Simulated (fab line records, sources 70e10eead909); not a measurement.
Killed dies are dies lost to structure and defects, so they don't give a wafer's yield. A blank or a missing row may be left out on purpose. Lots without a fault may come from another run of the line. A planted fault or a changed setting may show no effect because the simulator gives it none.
fab line records | flow nand_harc
record lots=7 wafers=21 last_day=34
route steps=1302 shown A_SOURCE_PLATE@416 A_ONON_D1@424 END@1302
lots that met no fault: from a run of the same line without faults
start_h: hours from the record's first day to the start of the lot's first wafer shown | wait_h: hours since the lot's step before | " the same as in the row above | L1.1+2: a row that stands for several wafers | - no value, or no start given | * or withheld: withheld | < > ~ a bound
route shown NAME@n: a module of which the file shows steps, and the number in the route of the first | usual: mean/standard deviation of fault-free wafers | same: alike in all rows | chamber/n: place in a boat | sites: the reading at each site | _std_site: their standard deviation | _edge_site: outer sites' mean less inner sites' | radius_mm: how far each site lies from the wafer's centre | mask NAME#n: copy n | behind: the tool/chamber that last shaped the wafer | hold: why the lot was held/for how many hours/how that ended | device: the transistor (n, p or np) that didn't switch | end of line: the same wafers' tests at the end of the route | a step without rows: its recipe alone | killed: dies lost to structure and defects at the first sort, not the wafer's yield | map: a wafer's dies, x killed, . not, _ none there
set.NAME: the setting as run; set.NAME@STEP: as run at that earlier step | model.NAME: the simulator's own value behind a step, which no gauge read
lots at some steps of the route; a table a step, a row a wafer
services: from which hour (start_h, from the record's first day; less than 0 if before it) a tool's chamber was out of use, for how many hours, and why
## steps
# step NHARC_A_SOURCE_PLATE_THK_MEAS_09
# recipe thk_meas_gauge=ellipsometry
# usual thk_nm=9.8/1.1
# columns lot.wafer tool chamber start_h wait_h thk_nm
L546.3 film_metro-02 - 159.73 0.4 10.2
L546.4 " - " " 10.5
L546.6 " - " " 9.7
L552.3 film_metro-01 - 227.00 0.4 8.5
L552.5 " - " " 9.7
L552.6 " - " " 8.8
L554.1 film_metro-02 - 239.80 0.4 11.9
L554.3 " - " " 7.8
L554.4 " - " " 9.5
L555.2 film_metro-01 - 248.22 0.4 8.8
L555.4 " - " " 10.4
L555.6 " - " " 10.2
L564.2 film_metro-01 - 333.05 0.4 10.4
L564.3 " - " " 9.6
L564.5 " - " " 11.1
L565.2 film_metro-02 - 355.64 0.4 7.0
L565.5 " - " " 10.0
L565.6 " - " " 10.0
L568.1 film_metro-01 - 382.53 0.4 9.2
L568.3 " - " " 9.4
L568.6 " - " " 10.8
# step NHARC_A_SOURCE_PLATE_PVD_04
# recipe target_thk_a=500 material=WSi2
# step NHARC_A_SOURCE_PLATE_CVD_03
# recipe target_thk_a=2000 temp_c=620 pressure_mtorr=200 time_s=4000 material=poly-Si
# step NHARC_A_SOURCE_PLATE_ANNEAL_05
# recipe temp_c=850 time_s=1800
# step NHARC_A_SOURCE_PLATE_THK_MEAS_06
# recipe thk_meas_gauge=ellipsometry
# usual thk_nm=199.7/1.7
# columns lot.wafer tool chamber start_h wait_h thk_nm
L546.3 film_metro-01 - 172.29 0.4 200.5
L546.4 " - " " 198.0
L546.6 " - " " 201.2
L552.3 film_metro-02 - 241.93 0.4 197.3
L552.5 " - " " 198.1
L552.6 " - " " 197.8
L554.1 film_metro-02 - 252.51 0.4 198.7
L554.3 " - " " 198.5
L554.4 " - " " 201.0
L555.2 film_metro-02 - 261.08 0.4 199.4
L555.4 " - " " 196.9
L555.6 " - " " 199.9
L564.2 film_metro-01 - 349.42 0.4 198.0
L564.3 " - " " 199.9
L564.5 " - " " 200.0
L565.2 film_metro-02 - 368.24 0.4 198.8
L565.5 " - " " 199.6
L565.6 " - " " 199.2
L568.1 film_metro-01 - 398.46 0.4 200.8
L568.3 " - " " 196.7
L568.6 " - " " 198.7
# step NHARC_A_SOURCE_PLATE_INSPECT_08
# usual raw_defect_count=55/23
# columns lot.wafer tool chamber start_h wait_h raw_defect_count
L546.3 defect_inspect-01 - 172.35 0.0 32
L546.4 " - " " 46
L546.6 " - " " 23
L552.3 defect_inspect-02 - 242.02 0.0 46
L552.5 " - " " 31
L552.6 " - " " 53
L554.1 defect_inspect-02 - 252.60 0.0 40
L554.3 " - " " 56
L554.4 " - " " 44
L555.2 defect_inspect-02 - 261.18 0.0 69
L555.4 " - " " 67
L555.6 " - " " 46
L564.2 defect_inspect-02 - 349.49 0.0 43
L564.3 " - " " 52
L564.5 " - " " 77
L565.2 defect_inspect-01 - 368.30 0.0 64
L565.5 " - " " 46
L565.6 " - " " 37
L568.1 defect_inspect-01 - 398.52 0.0 50
L568.3 " - " " 34
L568.6 " - " " 42
# step NHARC_A_ONON_D1_DEP_00
# recipe target_thk_a=10000 n2_flow_sccm=2750 n2o_flow_sccm=2000 nh3_flow_sccm=500 sih4_flow_sccm=210 temp_c=400
# step NHARC_A_ONON_D1_THK_MEAS_02
# recipe thk_meas_gauge=ellipsometry
# usual thk_nm=999/10
# columns lot.wafer tool chamber start_h wait_h thk_nm
L546.3 film_metro-02 - 172.93 - 1009
L546.4 " - " " 1010
L546.6 " - " " 1009
L552.3 film_metro-02 - 242.61 - 1003
L552.5 " - " " 1000
L552.6 " - " " 1002
L554.1 film_metro-02 - 253.38 - 991
L554.3 " - " " 991
L554.4 " - " " 994
L555.2 film_metro-02 - 261.76 - 1008
L555.4 " - " " 1006
L555.6 " - " " 1008
L564.2 film_metro-02 - 350.07 - 980
L564.3 " - " " 981
L564.5 " - " " 980
L565.2 film_metro-01 - 368.88 - 1007
L565.5 " - " " 1008
L565.6 " - " " 1007
L568.1 film_metro-02 - 399.10 - 991
L568.3 " - " " 991
L568.6 " - " " 989
# step NHARC_A_ONON_D1_DEP_03
# recipe target_thk_a=10000 n2_flow_sccm=2750 n2o_flow_sccm=2000 nh3_flow_sccm=500 sih4_flow_sccm=210 temp_c=400
# step NHARC_A_ONON_D1_THK_MEAS_05
# recipe thk_meas_gauge=ellipsometry
# usual thk_nm=998/9.7
# columns lot.wafer tool chamber start_h wait_h thk_nm
L546.3 film_metro-02 - 173.50 - 992
L546.4 " - " " 991
L546.6 " - " " 991
L552.3 film_metro-02 - 243.17 - 1005
L552.5 " - " " 1004
L552.6 " - " " 1006
L554.1 film_metro-01 - 253.95 - 998
L554.3 " - " " 999
L554.4 " - " " 998
L555.2 film_metro-02 - 262.36 - 994
L555.4 " - " " 995
L555.6 " - " " 996
L564.2 film_metro-02 - 350.63 - 1008
L564.3 " - " " 1007
L564.5 " - " " 1007
L565.2 film_metro-01 - 369.58 - 997
L565.5 " - " " 998
L565.6 " - " " 998
L568.1 film_metro-02 - 399.67 - 1009
L568.3 " - " " 1010
L568.6 " - " " 1008
# step NHARC_A_ONON_D1_DEP_06
# recipe target_thk_a=10000 n2_flow_sccm=2750 n2o_flow_sccm=2000 nh3_flow_sccm=500 sih4_flow_sccm=210 temp_c=400
# columns lot.wafer tool chamber start_h wait_h
L546.3+4+6 pecvd_onon-01 0 173.67 0.2
L552.3+5+6 pecvd_onon-02 0 243.34 0.2
L554.1+3+4 pecvd_onon-02 0 254.00 0.1
L555.2+4+6 pecvd_onon-02 0 262.47 0.1
L564.2+3+5 pecvd_onon-04 0 350.75 0.1
L565.2+5+6 pecvd_onon-01 0 369.84 0.3
L568.1+3+6 pecvd_onon-02 0 399.73 0.1
# step NHARC_A_ONON_D1_THK_MEAS_08
# recipe thk_meas_gauge=ellipsometry
# usual thk_nm=997/11
# columns lot.wafer tool chamber start_h wait_h thk_nm
L546.3 film_metro-01 - 174.06 - 991
L546.4 " - " " 992
L546.6 " - " " 990
L552.3 film_metro-01 - 243.73 - 980
L552.5 " - " " 877
L552.6 " - " " 981
L554.1 film_metro-02 - 254.51 - 1006
L554.3 " - " " 1007
L554.4 " - " " 904
L555.2 film_metro-02 - 262.92 - 992
L555.4 " - " " 889
L555.6 " - " " 992
L564.2 film_metro-02 - 351.20 - 998
L564.3 " - " " 1000
L564.5 " - " " 997
L565.2 film_metro-01 - 370.29 - 997
L565.5 " - " " 996
L565.6 " - " " 997
L568.1 film_metro-01 - 400.24 - 983
L568.3 " - " " 984
L568.6 " - " " 984
# step NHARC_A_ONON_D1_DEP_09
# recipe target_thk_a=10000 n2_flow_sccm=2750 n2o_flow_sccm=2000 nh3_flow_sccm=500 sih4_flow_sccm=210 temp_c=400
# step NHARC_END_SORT_01
# recipe temp_c=25
# usual killed_at_array=53/18 killed_at_other=0.8/1.1 killed_at_periphery=4.1/2.7 killed_dies=58/18 killed_open=3.1/1.7 killed_short=2.7/1.7
# same gross_dies=677
# columns lot.wafer tool chamber start_h wait_h killed_at_array killed_at_other killed_at_periphery killed_dies killed_open killed_short
L552.5 prober-02 0 654.82 3.7 670 0 7 677 2 2
L554.4 prober-02 0 661.81 3.4 669 0 8 677 2 4
L555.2 prober-02 0 668.45 2.8 72 1 3 76 4 4
L555.4 prober-02 0 670.07 3.4 674 2 1 677 5 0
L555.6 prober-02 0 671.68 4.0 56 1 1 58 2 3
# killed by level:class
L552.5 A_ONON_D1:area_dep=642 A_CHANNEL_HOLE_D2:chamber_film_flake=15 A_CHANNEL_HOLE_D1:chamber_film_flake=6 P_ZERO_WELL:chamber_film_flake=4 P_M0:geometric_particle:open=1 A_ONON_D1:geometric_particle:open=1 A_CHANNEL_FILL_D2:geometric_particle:short=1 A_BLC:geometric_particle:short=1
L554.4 A_ONON_D1:area_dep=623 A_CHANNEL_HOLE_D1:chamber_film_flake=18 A_CHANNEL_HOLE_D2:chamber_film_flake=13 P_ZERO_WELL:chamber_film_flake=4 P_GATE:chamber_film_flake=4 A_CHANNEL_FILL_D2:chamber_film_flake=3 A_ONON_D2:geometric_particle:open=2 A_M0:geometric_particle:short=2
L555.2 A_CHANNEL_HOLE_D1:chamber_film_flake=35 A_SLIT:chamber_film_flake=21 A_CHANNEL_HOLE_D2:unspecified=3 A_STAIRCASE:chamber_film_flake=3 P_CONTACT:geometric_particle:short=2 A_CHANNEL_FILL_D1:chamber_film_flake=2 A_WL_FILL:chamber_film_flake=2 P_M1:geometric_particle:open=1
L555.4 A_ONON_D1:area_dep=589 A_CHANNEL_HOLE_D1:chamber_film_flake=37 A_SLIT:chamber_film_flake=35 A_CONTACT:chamber_film_flake=3 A_STAIRCASE:chamber_film_flake=3 A_CHANNEL_FILL_D1:geometric_particle:open=2 A_CONTACT:geometric_particle:open=2 P_STI:chamber_film_flake=1
L555.6 A_SLIT:chamber_film_flake=28 A_CHANNEL_HOLE_D1:chamber_film_flake=12 A_CHANNEL_FILL_D1:chamber_film_flake=4 A_CHANNEL_HOLE_D2:unspecified=4 A_CHANNEL_HOLE_D2:chamber_film_flake=2 P_CONTACT:geometric_particle:short=1 A_CHANNEL_FILL_D1:geometric_particle:short=1 A_DECK1_JOINT:geometric_particle:short=1
# map L552.5 (x killed, . not)
____________x____________
_________xxxxxxx_________
_______xxxxxxxxxxx_______
______xxxxxxxxxxxxx______
_____xxxxxxxxxxxxxxx_____
____xxxxxxxxxxxxxxxxx____
____xxxxxxxxxxxxxxxxx____
___xxxxxxxxxxxxxxxxxxx___
___xxxxxxxxxxxxxxxxxxx___
__xxxxxxxxxxxxxxxxxxxxx__
__xxxxxxxxxxxxxxxxxxxxx__
_xxxxxxxxxxxxxxxxxxxxxxx_
_xxxxxxxxxxxxxxxxxxxxxxx_
_xxxxxxxxxxxxxxxxxxxxxxx_
_xxxxxxxxxxxxxxxxxxxxxxx_
_xxxxxxxxxxxxxxxxxxxxxxx_
xxxxxxxxxxxxxxxxxxxxxxxxx
xxxxxxxxxxxxxxxxxxxxxxxxx
xxxxxxxxxxxxxxxxxxxxxxxxx
xxxxxxxxxxxxxxxxxxxxxxxxx
xxxxxxxxxxxxxxxxxxxxxxxxx
_xxxxxxxxxxxxxxxxxxxxxxx_
_xxxxxxxxxxxxxxxxxxxxxxx_
_xxxxxxxxxxxxxxxxxxxxxxx_
_xxxxxxxxxxxxxxxxxxxxxxx_
_xxxxxxxxxxxxxxxxxxxxxxx_
__xxxxxxxxxxxxxxxxxxxxx__
__xxxxxxxxxxxxxxxxxxxxx__
___xxxxxxxxxxxxxxxxxxx___
___xxxxxxxxxxxxxxxxxxx___
____xxxxxxxxxxxxxxxxx____
____xxxxxxxxxxxxxxxxx____
_____xxxxxxxxxxxxxxx_____
______xxxxxxxxxxxxx______
_______xxxxxxxxxxx_______
_________xxxxxxx_________
____________x____________
# map L554.4 (x killed, . not)
____________x____________
_________xxxxxxx_________
_______xxxxxxxxxxx_______
______xxxxxxxxxxxxx______
_____xxxxxxxxxxxxxxx_____
____xxxxxxxxxxxxxxxxx____
____xxxxxxxxxxxxxxxxx____
___xxxxxxxxxxxxxxxxxxx___
___xxxxxxxxxxxxxxxxxxx___
__xxxxxxxxxxxxxxxxxxxxx__
__xxxxxxxxxxxxxxxxxxxxx__
_xxxxxxxxxxxxxxxxxxxxxxx_
_xxxxxxxxxxxxxxxxxxxxxxx_
_xxxxxxxxxxxxxxxxxxxxxxx_
_xxxxxxxxxxxxxxxxxxxxxxx_
_xxxxxxxxxxxxxxxxxxxxxxx_
xxxxxxxxxxxxxxxxxxxxxxxxx
xxxxxxxxxxxxxxxxxxxxxxxxx
xxxxxxxxxxxxxxxxxxxxxxxxx
xxxxxxxxxxxxxxxxxxxxxxxxx
xxxxxxxxxxxxxxxxxxxxxxxxx
_xxxxxxxxxxxxxxxxxxxxxxx_
_xxxxxxxxxxxxxxxxxxxxxxx_
_xxxxxxxxxxxxxxxxxxxxxxx_
_xxxxxxxxxxxxxxxxxxxxxxx_
_xxxxxxxxxxxxxxxxxxxxxxx_
__xxxxxxxxxxxxxxxxxxxxx__
__xxxxxxxxxxxxxxxxxxxxx__
___xxxxxxxxxxxxxxxxxxx___
___xxxxxxxxxxxxxxxxxxx___
____xxxxxxxxxxxxxxxxx____
____xxxxxxxxxxxxxxxxx____
_____xxxxxxxxxxxxxxx_____
______xxxxxxxxxxxxx______
_______xxxxxxxxxxx_______
_________xxxxxxx_________
____________x____________
## services
# columns tool chamber start_h hours kind
pecvd_onon-02 - 185.33 13.0 pm
pecvd_onon-01 - 269.00 13.0 pm
pecvd_onon-04 - 311.09 13.0 pm
pecvd_onon-02 - 366.33 13.0 pm
## key
first_sign step=NHARC_A_ONON_D1_THK_MEAS_08 reading=thk_nm direction=down sigmas=9.5 usual=997 struck=890
effect step=NHARC_END_SORT_01 reading=killed_dies direction=up sigmas=34 usual=58 struck=677
more_kills_born_at NHARC_A_ONON_D1_DEP_06@pecvd_onon-02=1854
met_at NHARC_A_ONON_D1_DEP_06
struck_wafers L552.5,L554.4,L555.4
later_rows_left_out L552.5,L554.4,L555.4
tester_left_out L552,L554,L555
fault kind=process_parameter_drift tool=pecvd_onon-02 chamber=- onset_h=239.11 steps=NHARC_A_ONON_D1_DEP_06 channel=target_thk_a offset=* shape=step end_h=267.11 scope=struck_wafers_only acts_in=* stated=*
# tester_left_out: of these lots the tester's yield and bins aren't shown, on N5 and GAA mostly nor the transistor test; their killed dies are dies lost to structure and defects alone, not to doping, threshold or leakage, so they don't give the yield
# later_rows_left_out: the simulator's readings of these wafers behind a module that went badly wrong aren't trusted and aren't shown, but for the sort
